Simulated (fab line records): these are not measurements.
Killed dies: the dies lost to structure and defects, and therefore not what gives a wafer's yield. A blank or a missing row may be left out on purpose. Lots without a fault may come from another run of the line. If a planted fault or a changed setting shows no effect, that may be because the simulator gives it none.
2 desks, one fault :: flow n5 finfet :: each desk has only its own numbers; what lay behind them comes last

TOOL OWNER'S DESK, rie diel-06
The tool's own readings at N5_BEOL_M0_SAQP_ETCH_107 (etches SiNx in CH3F/O2, target depth 30 nm): means of the sampled wafers that have a number, for each lot that ran on this tool. Marked OUT: a lot whose mean sits more than 4 standard deviations from the usual mean, which makes it out of limits; the brackets give that distance. 7 of its 8 readings are shown: the first one out of limits and those lying furthest out on some lot.
Columns: A = drypump motor current A at N5_BEOL_M0_SAQP_ETCH_107, usual 5.8 A; B = oes_f_703_au at N5_BEOL_M0_SAQP_ETCH_107, usual 0.78 a.u.; C = oes_o_777_au at N5_BEOL_M0_SAQP_ETCH_107, usual 0.78 a.u.; D = oes product au at N5_BEOL_M0_SAQP_ETCH_107, usual 0.78 a.u.; E = rf fwd power W at N5_BEOL_M0_SAQP_ETCH_107, usual 390.6 W; F = rf vpp V at N5_BEOL_M0_SAQP_ETCH_107, usual 294 V; G = showerhead plenum p Torr at N5_BEOL_M0_SAQP_ETCH_107, usual 1.99 Torr
lot: L540
first seen here: day 6 01:22
A: 5.6
B: 0.85
C: 0.84
D: 0.85
E: 389.6
F: 291
G: 1.97

lot: L542
first seen here: day 6 15:19
A: 5.8
B: 0.80
C: 0.79
D: 0.84
E: 359.1 (-19) OUT
F: 304
G: 1.95

lot: L543
first seen here: day 6 21:35
A: 5.8
B: 0.73
C: 0.74
D: 0.79
E: 359.0 (-19) OUT
F: 308
G: 1.98

lot: L545
first seen here: day 7 08:22
A: 5.4
B: 0.59
C: 0.63
D: 0.71
E: 325.4 (-38) OUT
F: 322
G: 1.96
This desk's finding: out of limits on L542, L543, L545; first on L542, day 6 15:19 (rf fwd power W at N5_BEOL_M0_SAQP_ETCH_107). L540: within limits.

THE METROLOGY DESK
What the gauges read, lot by lot, whatever tool the lot ran on: means of the sampled wafers that have a number. Marked OUT: a lot whose mean sits more than 4 standard deviations from the usual mean, which makes it out of limits; the brackets give that distance. It has 11 readings; the 7 that lie furthest out on some lot are the ones shown.
Columns: A = cd nm at N5_BEOL_M0_SAQP_CD_MEAS_25, usual 12.88 nm; B = DIBL_N at N5_BEOL_M4_RC_MEAS_101, usual 37.0 mV/V; C = IOFF_P at N5_BEOL_M4_RC_MEAS_101, usual 0.23 nA/um; D = ION_N at N5_BEOL_M4_RC_MEAS_101, usual 675 uA/um; E = SS_N at N5_BEOL_M4_RC_MEAS_101, usual 71.7 mV/dec; F = VT_N at N5_BEOL_M4_RC_MEAS_101, usual 249 mV; G = VT_P at N5_BEOL_M4_RC_MEAS_101, usual -250 mV
lot: L540
first seen here: day 6 00:28
A: 12.91
B: 36.3
C: 0.22
D: 668
E: 71.4
F: 249
G: -251

lot: L542
first seen here: day 6 14:32
A: 12.73
B: 36.2
C: 0.23
D: 675
E: 71.4
F: 251
G: -250

lot: L543
first seen here: day 6 20:49
A: 12.81
B: 35.5
C: 0.24
D: 675
E: 71.7
F: 249
G: -248

lot: L545
first seen here: day 7 07:33
A: 12.76
B: 36.3
C: 0.17
D: 675
E: 71.6
F: 251
G: -257

lot: L552
first seen here: day 9 07:19
A: 12.98
B: 38.0
C: 0.24
D: 670
E: 72.5
F: 249
G: -249

lot: L556
first seen here: day 10 00:08
A: 13.33
B: 32.6
C: 0.15
D: 663
E: 71.4
F: 253
G: -256

lot: L557
first seen here: day 10 07:37
A: 12.83
B: 39.6
C: 0.26
D: 692
E: 71.4
F: 247
G: -247
Result from this desk: across the 7 lots, nothing is out of limits.

ALL TOGETHER
On L542, L543, L545, at day 6 15:19, an alarm was possible from the tool owner's desk.
The metrology desk saw nothing out of limits.
The metrology desk holds a record of L542, L543, L545, inside its limits.
Of the lots named, all ran N5_BEOL_M0_SAQP_ETCH_107 on rie diel-06.

WHAT THE SIMULATOR PUT IN
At N5_BEOL_M0_SAQP_ETCH_107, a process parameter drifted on rie diel-06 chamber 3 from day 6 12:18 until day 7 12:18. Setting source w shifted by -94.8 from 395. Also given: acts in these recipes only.
Lots struck among those shown: L542, L543, L545.
Each desk's first reading out of limits, in hours after the fault started: the tool owner's desk, 3.
